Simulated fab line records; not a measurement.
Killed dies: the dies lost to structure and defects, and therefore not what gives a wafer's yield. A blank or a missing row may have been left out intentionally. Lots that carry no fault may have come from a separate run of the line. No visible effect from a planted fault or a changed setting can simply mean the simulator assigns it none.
Chamber matching    flow n5Finfet    3 sister chambers for N5_BEOL_M0_DEP_125 on pecvd-02
The step deposits SiCN from 3MS/NH3, target thk 8 nm, time 14 s. 3 wafers are shown with their chamber, then 10 later ones without.

## EACH WAFER AND ITS CHAMBER
wafer   chamber  showerheadPlenumPTorr (Torr)
L087.5  1        3.684
L095.1  2        3.631
L095.2  0        3.670

## WAFERS WHOSE CHAMBER IS MISSING
wafer   showerheadPlenumPTorr (Torr)
L095.3  3.691
L095.4  3.680
L095.5  3.636
L095.6  3.672
L096.1  3.626
L096.2  3.670
L096.4  3.680
L097.3  3.627
L097.5  3.639
L097.6  3.687

## CHAMBER TAKEN BY EACH
wafer   from the rows above      in truth
L095.3  1                        1
L095.4  can't be placed: 1 or 0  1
L095.5  2                        2
L095.6  0                        0
L096.1  2                        2
L096.2  0                        0
L096.4  can't be placed: 1 or 0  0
L097.3  2                        2
L097.5  2                        2
L097.6  1                        1
Placed correctly: 8 of 10. Can't be placed from these rows: 2 (the true chamber is among the candidates in 2). 0 placed wrongly.
How it was worked out, from the rows above alone: a wafer's distance from a chamber is the root of the sum, over the readings, of the square of ((its reading less the chamber's mean) divided by the reading's scatter). The wafer belongs to the nearest chamber; if the next one is less than 2 further off, it can't be placed. Each chamber's mean is taken over the wafers shown for it. The scatter (one wafer shown for each chamber): square how far every hidden wafer sits from the nearest shown wafer, average those squares and take the square root.
